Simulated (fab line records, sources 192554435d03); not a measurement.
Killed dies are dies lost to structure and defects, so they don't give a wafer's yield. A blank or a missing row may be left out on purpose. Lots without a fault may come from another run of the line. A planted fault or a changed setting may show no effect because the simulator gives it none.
fab line records | flow n5_finfet | part 1 of 2: steps 1 to 18 of 27
record lots=5 wafers=15 last_day=16
route steps=1938 shown MOL_CONTACT_COAG@609 BEOL_M0_SAQP@632
lots that met no fault: from a run of the same line without faults
start_h: hours from the record's first day to the start of the lot's first wafer shown | wait_h: hours since the lot's step before | " the same as in the row above | L1.1+2: a row that stands for several wafers | - no value, or no start given | * or withheld: withheld | < > ~ a bound
route shown NAME@n: a module of which the file shows steps, and the number in the route of the first | usual: mean/standard deviation of fault-free wafers | same: alike in all rows | chamber/n: place in a boat | sites: the reading at each site | _std_site: their standard deviation | _edge_site: outer sites' mean less inner sites' | radius_mm: how far each site lies from the wafer's centre | mask NAME#n: copy n | behind: the tool/chamber that last shaped the wafer | hold: why the lot was held/for how many hours/how that ended | device: the transistor (n, p or np) that didn't switch | end of line: the same wafers' tests at the end of the route | a step without rows: its recipe alone | killed: dies lost to structure and defects at the first sort, not the wafer's yield | map: a wafer's dies, x killed, . not, _ none there
set.NAME: the setting as run; set.NAME@STEP: as run at that earlier step | model.NAME: the simulator's own value behind a step, which no gauge read
lots at some steps of the route; a table a step, a row a wafer
services: from which hour (start_h, from the record's first day; less than 0 if before it) a tool's chamber was out of use, for how many hours, and why
## steps
# step N5_MOL_CONTACT_COAG_ETCHBACK_134
# recipe chemistry=CHF3 target=SiO2 target_depth_a=100 time_s=6.7 ion_energy_ev=200 pressure_mtorr=30 source_w=610 bias_w=170 Ar_flow_sccm=200 CHF3_flow_sccm=50
# usual drypump_motor_current_A=5.6/0.46 oes_product_au=0.80/0.078 rf_fwd_power_W=602/3.1 rf_vpp_V=528/14 showerhead_plenum_p_Torr=2.39/0.069 throttle_valve_pct=18.5/0.31
# columns lot.wafer tool chamber start_h wait_h drypump_motor_current_A oes_product_au rf_fwd_power_W rf_hours_counter_h rf_vpp_V showerhead_plenum_p_Torr throttle_valve_pct
L075.1 rie_diel-05 0 103.26 0.1 5.2 0.82 605 74 514 2.33 18.5
L075.2 " 2 " " 5.6 0.82 601 78 530 2.42 18.6
L075.5 " 1 " " 4.9 0.69 599 - 511 2.34 18.4
L084.2 rie_diel-02 3 166.00 0.1 5.8 0.81 601 105 519 2.40 18.5
L084.4 " 2 " " 5.3 0.88 607 36 550 2.50 18.1
L084.6 " 0 " " 5.7 0.85 603 - 524 2.33 18.3
L087.2 rie_diel-05 1 203.76 0.2 4.8 0.90 598 24 509 2.33 18.1
L087.3 " 2 " " 5.6 0.77 602 118 528 2.40 18.7
L087.6 " 0 " " 5.3 0.78 607 - 513 2.32 18.5
L089.2 rie_diel-02 0 205.09 0.1 5.7 0.82 603 77 525 2.32 18.4
L089.3 " 3 " " 5.8 0.80 604 118 518 2.39 18.5
L089.5 " 1 " " 6.0 0.70 599 - 543 2.44 18.8
L091.1 rie_diel-02 1 209.15 0.2 6.0 0.71 596 225 545 2.44 18.8
L091.3 " 2 " " 5.3 0.86 605 50 548 2.50 18.1
L091.4 " 3 " " 5.8 0.79 601 120 518 2.39 18.5
# step N5_MOL_CONTACT_COAG_ETCH_67
# recipe chemistry=N2/H2 target=SOC target_depth_a=600 overetch_a=210 mask_material=SiARC temp_c=40 time_s=101.2 ion_energy_ev=200 pressure_mtorr=30 source_w=840 bias_w=150 n2_flow_sccm=200 h2_flow_sccm=200
# usual drypump_motor_current_A=5.6/0.46 oes_product_au=0.67/0.065 rf_fwd_power_W=835/3.3 rf_vpp_V=524.3/2.6 showerhead_plenum_p_Torr=2.56/0.086 throttle_valve_pct=17.6/0.31
# columns lot.wafer tool chamber start_h wait_h drypump_motor_current_A oes_product_au rf_fwd_power_W rf_hours_counter_h rf_vpp_V showerhead_plenum_p_Torr throttle_valve_pct
L075.1 rie_diel-05 0 103.29 0.0 5.3 0.71 835 74 521.5 2.47 17.6
L075.2 " 2 " " 5.6 0.70 832 78 524.6 2.57 17.6
L075.5 " 1 " " 4.8 0.58 831 - 523.0 2.50 17.5
L084.2 rie_diel-02 3 166.03 0.0 5.8 0.67 832 105 525.4 2.56 17.7
L084.4 " 2 " " 5.3 0.75 838 36 529.2 2.69 17.2
L084.6 " 0 " " 5.7 0.70 832 - 522.9 2.47 17.3
L087.2 rie_diel-05 1 203.79 0.0 4.9 0.75 835 24 523.7 2.49 17.1
L087.3 " 2 " " 5.6 0.66 832 118 523.8 2.55 17.7
L087.6 " 0 " " 5.3 0.67 838 - 522.1 2.46 17.6
L089.2 rie_diel-02 0 205.13 0.0 5.7 0.69 840 77 519.9 2.46 17.4
L089.3 " 3 " " 5.8 0.66 827 118 524.6 2.56 17.7
L089.5 " 1 " " 6.0 0.59 834 - 526.3 2.62 18.0
L091.1 rie_diel-02 1 209.18 0.0 6.0 0.59 826 225 527.9 2.62 18.0
L091.3 " 2 " " 5.3 0.72 839 50 527.6 2.69 17.3
L091.4 " 3 " " 5.8 0.65 836 120 523.3 2.56 17.7
# step N5_MOL_CONTACT_COAG_STRIP_68
# recipe chemistry=N2/H2 temp_c=40 n2_flow_sccm=200 h2_flow_sccm=200 rf_frequency_hz=6e+07
# columns lot.wafer tool chamber start_h wait_h
L075.1+2+5 rie_diel-05 0,2,1 103.36 0.0
L084.2+4+6 rie_diel-02 3,2,0 166.10 0.0
L087.2+3+6 rie_diel-05 1,2,0 203.86 0.0
L089.2+3+5 rie_diel-02 0,3,1 205.20 0.0
L091.1+3+4 rie_diel-02 1,2,3 209.25 0.0
# step N5_MOL_CONTACT_COAG_STRIP_69
# recipe chemistry=N2/H2 temp_c=40 n2_flow_sccm=200 h2_flow_sccm=200 rf_frequency_hz=6e+07
# columns lot.wafer tool chamber start_h wait_h
L075.1+2+5 rie_diel-05 0,2,1 103.37 0.0
L084.2+4+6 rie_diel-02 3,2,0 166.11 0.0
L087.2+3+6 rie_diel-05 1,2,0 203.87 0.0
L089.2+3+5 rie_diel-02 0,3,1 205.21 0.0
L091.1+3+4 rie_diel-02 1,2,3 209.26 0.0
# step N5_MOL_CONTACT_COAG_ETCHBACK_136
# recipe chemistry=CHF3 target=SiO2 target_depth_a=250 time_s=16.7 ion_energy_ev=200 pressure_mtorr=30 source_w=610 bias_w=170 Ar_flow_sccm=200 CHF3_flow_sccm=50
# usual drypump_motor_current_A=5.6/0.46 oes_product_au=0.79/0.078 rf_fwd_power_W=599/3.5 rf_vpp_V=528/14 showerhead_plenum_p_Torr=2.39/0.069 throttle_valve_pct=18.5/0.31
# columns lot.wafer tool chamber start_h wait_h drypump_motor_current_A oes_product_au rf_fwd_power_W rf_hours_counter_h rf_vpp_V showerhead_plenum_p_Torr throttle_valve_pct
L075.1 rie_diel-05 0 103.38 0.0 5.2 0.83 600 74 514 2.33 18.5
L075.2 " 2 " " 5.6 0.82 600 78 529 2.42 18.6
L075.5 " 1 " " 4.9 0.69 596 - 510 2.34 18.4
L084.2 rie_diel-02 3 166.12 0.0 5.8 0.80 595 105 517 2.40 18.5
L084.4 " 2 " " 5.3 0.88 602 36 550 2.50 18.1
L084.6 " 0 " " 5.7 0.86 599 - 525 2.33 18.4
L087.2 rie_diel-05 1 203.88 0.0 4.9 0.90 597 24 508 2.33 18.1
L087.3 " 2 " " 5.6 0.77 600 118 528 2.40 18.7
L087.6 " 0 " " 5.2 0.78 603 - 514 2.32 18.5
L089.2 rie_diel-02 0 205.22 0.0 5.7 0.83 605 77 525 2.32 18.4
L089.3 " 3 " " 5.8 0.79 599 118 518 2.39 18.5
L089.5 " 1 " " 6.0 0.70 596 - 545 2.44 18.8
L091.1 rie_diel-02 1 209.27 0.0 6.0 0.70 598 225 544 2.44 18.8
L091.3 " 2 " " 5.3 0.85 601 50 548 2.50 18.1
L091.4 " 3 " " 5.8 0.79 599 120 517 2.39 18.5
# step N5_MOL_CONTACT_COAG_STRIP_120
# recipe chemistry=CHF3 resist=SiARC rf_frequency_hz=6e+07
# columns lot.wafer tool chamber start_h wait_h
L075.1+2+5 rie_diel-05 0,2,1 103.41 0.0
L084.2+4+6 rie_diel-02 3,2,0 166.15 0.0
L087.2+3+6 rie_diel-05 1,2,0 203.90 0.0
L089.2+3+5 rie_diel-02 0,3,1 205.24 0.0
L091.1+3+4 rie_diel-02 1,2,3 209.29 0.0
# step N5_MOL_CONTACT_COAG_VIA_ETCH_117
# recipe chemistry=C4F6/O2 target_depth_a=400 overetch_a=80 mask_material=SOC target=SiO2 bias_w=455 pressure_mtorr=10 time_s=26 source_w=325 Ar_flow_sccm=300 C4F6_flow_sccm=10 O2_flow_sccm=10 ion_energy_ev=575.3 ends=end_point
# usual drypump_motor_current_A=5.6/0.46 oes_product_au=0.72/0.068 rf_fwd_power_W=320.1/1.7 rf_vpp_V=1596/40 showerhead_plenum_p_Torr=2.86/0.08 throttle_valve_pct=40.9/0.46
# columns lot.wafer tool chamber start_h wait_h drypump_motor_current_A oes_product_au rf_fwd_power_W rf_hours_counter_h rf_vpp_V showerhead_plenum_p_Torr throttle_valve_pct
L075.1 rie_diel-05 0 103.42 0.0 5.3 0.75 321.6 74 1560 2.79 41.5
L075.2 " 2 " " 5.6 0.76 321.0 78 1602 2.89 41.2
L075.5 " 1 " " 4.9 0.62 317.0 - 1542 2.79 40.1
L084.2 rie_diel-02 3 166.16 0.0 5.8 0.72 320.3 105 1566 2.86 40.7
L084.4 " 2 " " 5.3 0.81 320.6 36 1657 2.98 40.3
L084.6 " 0 " " 5.7 0.74 320.2 - 1592 2.78 41.0
L087.2 rie_diel-05 1 203.91 0.0 4.8 0.81 318.7 24 1540 2.77 39.9
L087.3 " 2 " " 5.6 0.71 321.8 118 1600 2.87 41.3
L087.6 " 0 " " 5.2 0.72 322.0 - 1558 2.77 41.5
L089.2 rie_diel-02 0 205.25 0.0 5.7 0.73 321.6 77 1592 2.77 41.0
L089.3 " 3 " " 5.8 0.70 321.3 118 1567 2.85 40.7
L089.5 " 1 " " 6.0 0.65 316.7 - 1646 2.91 40.9
L091.1 rie_diel-02 1 209.30 0.0 6.0 0.64 317.2 225 1644 2.90 40.9
L091.3 " 2 " " 5.3 0.79 321.3 50 1654 2.97 40.3
L091.4 " 3 " " 5.8 0.71 319.4 120 1567 2.85 40.7
# step N5_MOL_CONTACT_COAG_ETCH_124
# recipe chemistry=CH3F/O2 target=SiNx target_depth_a=65 mask_material=SOC stop_on=SiOC over_etch_frac=0.3 ion_energy_ev=120 pressure_mtorr=30 source_w=395 bias_w=73 Ar_flow_sccm=150 CH3F_flow_sccm=30 O2_flow_sccm=20 ends=end_point
# usual drypump_motor_current_A=5.6/0.46 oes_product_au=0.68/0.065 rf_fwd_power_W=390.9/1.7 rf_vpp_V=299/8.1 showerhead_plenum_p_Torr=2.01/0.06 throttle_valve_pct=16.1/0.32
# columns lot.wafer tool chamber start_h wait_h drypump_motor_current_A oes_product_au rf_fwd_power_W rf_hours_counter_h rf_vpp_V showerhead_plenum_p_Torr throttle_valve_pct
L075.1 rie_diel-05 0 103.44 0.0 5.2 0.72 392.8 74 293 1.96 16.1
L075.2 " 2 " " 5.6 0.71 391.1 78 301 2.03 16.2
L075.5 " 1 " " 4.9 0.59 390.2 - 290 1.96 16.1
L084.2 rie_diel-02 3 166.18 0.0 5.8 0.68 388.9 105 294 2.01 16.1
L084.4 " 2 " " 5.4 0.76 389.8 36 312 2.11 15.7
L084.6 " 0 " " 5.7 0.71 392.7 - 299 1.95 15.9
L087.2 rie_diel-05 1 203.94 0.0 4.8 0.78 389.1 24 288 1.95 15.7
L087.3 " 2 " " 5.6 0.67 390.5 118 300 2.02 16.3
L087.6 " 0 " " 5.2 0.68 391.5 - 291 1.95 16.1
L089.2 rie_diel-02 0 205.28 0.0 5.7 0.70 394.6 77 299 1.95 16.0
L089.3 " 3 " " 5.8 0.68 391.9 118 292 2.01 16.1
L089.5 " 1 " " 6.0 0.61 388.6 - 310 2.05 16.4
L091.1 rie_diel-02 1 209.33 0.0 6.0 0.60 387.6 225 308 2.05 16.4
L091.3 " 2 " " 5.3 0.74 393.2 50 312 2.10 15.7
L091.4 " 3 " " 5.8 0.67 390.3 120 294 2.01 16.1
# step N5_MOL_CONTACT_COAG_ETCH_48
# recipe chemistry=C4F6/O2 target_depth_a=150 overetch_a=45 mask_material=SOC target=SiOC bias_w=465 pressure_mtorr=10 time_s=17 source_w=335 Ar_flow_sccm=300 C4F6_flow_sccm=10 O2_flow_sccm=10 ion_energy_ev=576
# usual drypump_motor_current_A=5.6/0.46 oes_product_au=0.67/0.072 rf_fwd_power_W=332.4/1.3 rf_vpp_V=1598/40 showerhead_plenum_p_Torr=2.86/0.08 throttle_valve_pct=40.4/0.45
# columns lot.wafer tool chamber start_h wait_h drypump_motor_current_A oes_product_au rf_fwd_power_W rf_hours_counter_h rf_vpp_V showerhead_plenum_p_Torr throttle_valve_pct
L075.1 rie_diel-05 0 103.48 0.0 5.3 0.70 332.9 74 1560 2.79 40.9
L075.2 " 2 " " 5.6 0.74 333.0 78 1604 2.89 40.8
L075.5 " 1 " " 4.9 0.61 329.7 - 1546 2.79 39.6
L084.2 rie_diel-02 3 166.22 0.0 5.8 0.64 330.5 105 1568 2.86 40.2
L084.4 " 2 " " 5.3 0.74 333.1 36 1657 2.98 39.8
L084.6 " 0 " " 5.7 0.67 331.8 - 1593 2.78 40.5
L087.2 rie_diel-05 1 203.98 0.0 4.9 0.80 331.4 24 1545 2.77 39.4
L087.3 " 2 " " 5.6 0.71 331.9 118 1603 2.87 40.8
L087.6 " 0 " " 5.3 0.71 333.6 - 1559 2.77 40.9
L089.2 rie_diel-02 0 205.32 0.0 5.7 0.70 333.6 77 1595 2.77 40.6
L089.3 " 3 " " 5.8 0.59 332.4 118 1568 2.85 40.2
L089.5 " 1 " " 6.0 0.54 331.7 - 1646 2.90 40.4
L091.1 rie_diel-02 3 209.37 0.0 5.8 0.68 332.3 120 1568 2.85 40.2
L091.3 " 1 " " 6.0 0.63 331.3 225 1647 2.90 40.4
L091.4 " 2 " " 5.3 0.78 331.7 50 1657 2.97 39.8
# step N5_MOL_CONTACT_COAG_STRIP_72
# recipe chemistry=N2/H2 power_w=450 temp_c=40 pressure_mtorr=20 rf_frequency_hz=6e+07 overash_fraction=3 bias_power_w=7 h2_frac=0.5 n2_flow_sccm=200 h2_flow_sccm=200
# usual drypump_motor_current_A=5.7/0.46 oes_product_au=0.80/0.081 rf_vpp_V=59.1/1.9 showerhead_plenum_p_Torr=2.55/0.086 throttle_valve_pct=23.4/0.34
# columns lot.wafer tool chamber start_h wait_h drypump_motor_current_A oes_product_au rf_hours_counter_h rf_vpp_V showerhead_plenum_p_Torr throttle_valve_pct
L075.1 rie_diel-05 0 103.54 0.0 5.3 0.85 74 58.4 2.47 23.5
L075.2 " 2 " " 5.6 0.83 78 63.0 2.57 23.4
L075.5 " 1 " " 4.9 0.69 - 58.1 2.50 23.1
L084.2 rie_diel-02 3 166.28 0.0 5.8 0.81 105 61.1 2.56 23.5
L084.4 " 2 " " 5.4 0.86 36 57.8 2.69 23.0
L084.6 " 0 " " 5.7 0.84 - 55.9 2.47 23.0
L087.2 rie_diel-05 1 204.04 0.0 4.9 0.91 24 54.4 2.48 22.8
L087.3 " 2 " " 5.6 0.78 118 57.8 2.55 23.5
L087.6 " 0 " " 5.2 0.80 - 58.8 2.45 23.6
L089.2 rie_diel-02 0 205.37 0.0 5.7 0.84 77 60.8 2.46 23.1
L089.3 " 3 " " 5.8 0.81 118 61.3 2.56 23.5
L089.5 " 1 " " 6.0 0.70 - 59.1 2.61 23.9
L091.1 rie_diel-02 1 209.42 0.0 6.0 0.71 225 59.4 2.61 23.8
L091.3 " 3 " " 5.8 0.81 120 62.1 2.55 23.5
L091.4 " 3 " " 5.8 0.81 - 58.2 2.55 23.5
# step N5_MOL_CONTACT_COAG_STRIP_49
# recipe chemistry=N2/H2 time_s=30 power_w=1000 temp_c=250 pressure_mtorr=withheld n2_flow_sccm=1750 h2_flow_sccm=3250
# usual drypump_motor_current_A=5.32/0.23 heater_power_w=306/22
# columns lot.wafer tool chamber start_h wait_h drypump_motor_current_A heater_power_w rf_hours_counter_h
L075.1 plasma_asher-02 1 103.62 - 5.37 292 87
L075.2 " 0 " " 5.00 319 87
L075.5 " 1 " " 5.35 296 -
L084.2 plasma_asher-01 0 166.36 - 5.64 280 60
L084.4 " 0 " " 5.63 277 -
L084.6 " 0 " " 5.61 274 -
L087.2 plasma_asher-01 1 204.12 - 5.36 334 67
L087.3 " 0 " " 5.68 272 -
L087.6 " 1 " " 5.36 342 -
L089.2 plasma_asher-02 0 205.45 - 4.98 320 108
L089.3 " 1 " " 5.37 297 -
L089.5 " 1 " " 5.36 293 -
L091.1 plasma_asher-02 0 209.51 - 5.01 315 109
L091.3 " 0 " " 5.02 319 -
L091.4 " 1 " " 5.38 296 -
# step N5_MOL_CONTACT_COAG_PRECLEAN_138
# recipe chemistry=alkaline_clean temp_c=60 time_s=60 do_ppb=50
# usual bath_guard_temp_C=60.1/0.66
# columns lot.wafer tool chamber start_h wait_h bath_guard_temp_C
L075.1 wet_bench-06 6 103.71 0.1 59.9
L075.2 " 7 " " 60.2
L075.5 " 2 " " 59.3
L084.2 wet_bench-06 5 166.45 0.1 60.8
L084.4 " 3 " " 60.5
L084.6 " 1 " " 59.2
L087.2 wet_bench-05 3 204.20 0.1 60.8
L087.3 " 4 " " 60.2
L087.6 " 7 " " 61.1
L089.2 wet_bench-06 0 205.54 0.1 61.0
L089.3 " 1 " " 59.1
L089.5 " 3 " " 60.4
L091.1 wet_bench-05 5 209.60 0.1 60.2
L091.3 " 7 " " 60.9
L091.4 " 6 " " 59.6
# step N5_MOL_CONTACT_COAG_SRD_139
# recipe dry=ipa_marangoni time_s=30 temp_c=23 rinse_liquid=diw
# columns lot.wafer tool chamber start_h wait_h
L075.1+2+5 wet_bench-06 6,7,2 103.73 0.0
L084.2+4+6 wet_bench-06 5,3,1 166.47 0.0
L087.2+3+6 wet_bench-05 3,4,7 204.22 0.0
L089.2+3+5 wet_bench-06 0,1,3 205.56 0.0
L091.1+3+4 wet_bench-05 5,7,6 209.62 0.0
# step N5_MOL_CONTACT_COAG_CD_MEAS_101
# recipe target_cd_nm=16
# usual cd_nm=15.9/0.35
# columns lot.wafer tool chamber start_h wait_h cd_nm
L075.1 cd_sem-01 - 103.77 0.0 15.5
L075.2 " - " " 16.0
L075.5 " - " " 16.0
L084.2 cd_sem-02 - 166.51 0.0 16.1
L084.4 " - " " 16.3
L084.6 " - " " 16.2
L087.2 cd_sem-01 - 204.27 0.0 15.4
L087.3 " - " " 16.3
L087.6 " - " " 15.5
L089.2 cd_sem-03 - 205.60 0.0 15.7
L089.3 " - " " 16.2
L089.5 " - " " 15.7
L091.1 cd_sem-03 - 209.66 0.0 16.5
L091.3 " - " " 16.1
L091.4 " - " " 16.1
# step N5_MOL_CONTACT_COAG_PRE_CLEAN_121
# recipe gas=H2/He time_s=* temp_c=withheld
# columns lot.wafer tool chamber start_h wait_h
L075.1+2+5 cvd_w-02 0,1,1 103.81 0.0
L084.2+4+6 cvd_w-01 0 166.55 0.0
L087.2+3+6 cvd_w-02 0 204.31 0.0
L089.2+3+5 cvd_w-02 1,0,0 205.64 0.0
L091.1+3+4 cvd_w-01 1,0,1 209.70 0.0
# step N5_MOL_CONTACT_COAG_CVD_140
# recipe material=W target_thk_a=665 mode=selective_fill temp_c=300 time_s=215
# usual heater_power_w=465/69
# columns lot.wafer tool chamber start_h wait_h heater_power_w
L075.1 cvd_w-02 0 103.90 0.1 351
L075.2 " 1 " " 483
L075.5 " 1 " " 490
L084.2 cvd_w-01 0 166.64 0.1 460
L084.4 " 0 " " 467
L084.6 " 0 " " 472
L087.2 cvd_w-02 0 204.40 0.1 366
L087.3 " 0 " " 356
L087.6 " 0 " " 354
L089.2 cvd_w-02 1 205.73 0.1 478
L089.3 " 0 " " 349
L089.5 " 0 " " 364
L091.1 cvd_w-01 1 209.79 0.1 538
L091.3 " 0 " " 474
L091.4 " 1 " " 532
# step N5_MOL_CONTACT_COAG_PRECLEAN_127
# recipe chemistry=DIW time_s=57.5 temp_c=23
# columns lot.wafer tool chamber start_h wait_h
L075.1+2+5 wet_bench-06 7,5,0 104.17 0.2
L084.2+4+6 wet_bench-06 6,5,4 166.91 0.2
L087.2+3+6 wet_bench-06 4,5,7 204.67 0.2
L089.2+3+5 wet_bench-01 0,2,3 206.00 0.2
L091.1+3+4 wet_bench-06 1,2,3 210.06 0.2
# step N5_MOL_CONTACT_COAG_SRD_128
# recipe dry_time_s=32 dry=n2_spin spin_rpm=1500
# columns lot.wafer tool chamber start_h wait_h
L075.1+2+5 wet_bench-06 7,5,0 104.19 0.0
L084.2+4+6 wet_bench-06 6,5,4 166.93 0.0
L087.2+3+6 wet_bench-06 4,5,7 204.68 0.0
L089.2+3+5 wet_bench-01 0,2,3 206.02 0.0
L091.1+3+4 wet_bench-06 1,2,3 210.08 0.0
